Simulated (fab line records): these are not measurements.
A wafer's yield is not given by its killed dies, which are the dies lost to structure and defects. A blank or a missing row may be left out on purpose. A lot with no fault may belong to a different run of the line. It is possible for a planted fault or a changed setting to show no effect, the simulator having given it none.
Matching of chambers / flow n5Finfet / 4 sister chambers for N5_BEOL_M7_ETCH_61 on rieDiel-01
The step etches SiARC in CF4, target depth 45.5 nm, time 75.8 s. 4 wafers are shown with their chamber, then 9 later ones without.

## EACH WAFER AND ITS CHAMBER
wafer=L084.4; chamber=2; drypumpMotorCurrentA (A)=6.3
wafer=L088.3; chamber=0; drypumpMotorCurrentA (A)=5.3
wafer=L091.1; chamber=1; drypumpMotorCurrentA (A)=6.0
wafer=L091.6; chamber=3; drypumpMotorCurrentA (A)=5.8

## WAFERS WITH NO CHAMBER GIVEN
wafer=L092.1; drypumpMotorCurrentA (A)=5.3
wafer=L092.3; drypumpMotorCurrentA (A)=6.2
wafer=L092.4; drypumpMotorCurrentA (A)=6.0
wafer=L093.2; drypumpMotorCurrentA (A)=5.8
wafer=L093.4; drypumpMotorCurrentA (A)=6.2
wafer=L093.5; drypumpMotorCurrentA (A)=6.0
wafer=L097.1; drypumpMotorCurrentA (A)=5.3
wafer=L097.3; drypumpMotorCurrentA (A)=6.2
wafer=L097.5; drypumpMotorCurrentA (A)=5.8

## THE CHAMBER EACH PASSED THROUGH
wafer=L092.1; from the rows above=0; in truth=0
wafer=L092.3; from the rows above=can't be placed: 2 or 1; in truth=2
wafer=L092.4; from the rows above=1; in truth=1
wafer=L093.2; from the rows above=3; in truth=3
wafer=L093.4; from the rows above=can't be placed: 2 or 1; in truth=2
wafer=L093.5; from the rows above=1; in truth=1
wafer=L097.1; from the rows above=0; in truth=0
wafer=L097.3; from the rows above=can't be placed: 2 or 1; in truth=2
wafer=L097.5; from the rows above=3; in truth=3
Correct placement for 6 of the 9. These rows do not allow placing 3 (true chamber among the candidates in 3). 0 placed wrongly.
How it was worked out, from the rows above alone: a wafer's distance from a chamber is the root of the sum, over the readings, of the square of ((its reading less the chamber's mean) divided by the reading's scatter). The wafer belongs to the nearest chamber; if the next one is less than 2 further off, it can't be placed. A chamber's mean is the mean of its shown wafers. The scatter: with one shown wafer a chamber, the root of the mean of the squares of how far each hidden wafer lies from its nearest shown one.
